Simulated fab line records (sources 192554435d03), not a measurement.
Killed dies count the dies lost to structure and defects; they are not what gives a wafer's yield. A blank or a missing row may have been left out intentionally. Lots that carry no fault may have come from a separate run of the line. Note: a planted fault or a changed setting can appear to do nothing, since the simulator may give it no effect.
2 desks, one fault :: flow n5Finfet :: what lay behind the numbers comes last; until then each desk has only its own

TOOL OWNER'S DESK, rieDiel-05
The tool's own readings at N5_BEOL_M13_ETCH_68 (etches SOC in N2/H2, time 355 s): means of the sampled wafers that have a number, for each lot that ran on this tool. If a lot's mean is further than 4 standard deviations from the usual mean, the lot is out of limits and carries the mark OUT (the distance appears in the brackets).
Columns: A = drypumpMotorCurrentA at N5_BEOL_M13_ETCH_68, usual 5.5 A; B = h2FlowSccm at N5_BEOL_M13_ETCH_68, usual 200.0 sccm; C = oesProductAu at N5_BEOL_M13_ETCH_68, usual 0.78 a.u.; D = rfVppV at N5_BEOL_M13_ETCH_68, usual 523.8 V; E = showerheadPlenumPTorr at N5_BEOL_M13_ETCH_68, usual 2.53 Torr; F = throttleValvePct at N5_BEOL_M13_ETCH_68, usual 17.79 %
lot: L279
first seen here: day 13 02:02
A: 5.8
B: 200.7
C: 0.71
D: 522.2
E: 2.46
F: 17.72

lot: L286
first seen here: day 14 11:37
A: 5.4
B: 199.7
C: 0.79
D: 522.8
E: 2.52
F: 17.75

lot: L281
first seen here: day 14 17:38
A: 6.0
B: 200.3
C: 0.73
D: 524.2
E: 2.53
F: 17.79

lot: L287
first seen here: day 15 02:04
A: 5.9
B: 200.3
C: 0.71
D: 522.5
E: 2.49
F: 17.78
This desk found nothing out of limits on any of the 4 lots.

FROM THE METROLOGY DESK
What the gauges read, lot by lot, whatever tool the lot ran on: means of the sampled wafers that have a number. If a lot's mean is further than 4 standard deviations from the usual mean, the lot is out of limits and carries the mark OUT (the distance appears in the brackets).
Columns: A = PAD_OVL at N5_PASSIVATION_OVL_MEAS_63, usual 0 nm
lot: L277
first seen here: day 12 19:58
A: 8

lot: L276
first seen here: day 13 14:29
A: 2

lot: L278
first seen here: day 13 14:56
A: 2

lot: L279
first seen here: day 14 07:22
A: -1

lot: L280
first seen here: day 14 07:47
A: 1

lot: L286
first seen here: day 15 13:41
A: 9

lot: L281
first seen here: day 15 19:05
A: 0

lot: L287
first seen here: day 16 06:53
A: 3

lot: L290
first seen here: day 17 05:22
A: 3

lot: L294
first seen here: day 17 16:34
A: 9

lot: L293
first seen here: day 17 21:49
A: 1
This desk found nothing out of limits on any of the 11 lots.

BROUGHT TOGETHER
The tool owner's desk saw nothing out of limits.
The metrology desk saw nothing out of limits.

WHAT THE SIMULATOR HAD INSERTED
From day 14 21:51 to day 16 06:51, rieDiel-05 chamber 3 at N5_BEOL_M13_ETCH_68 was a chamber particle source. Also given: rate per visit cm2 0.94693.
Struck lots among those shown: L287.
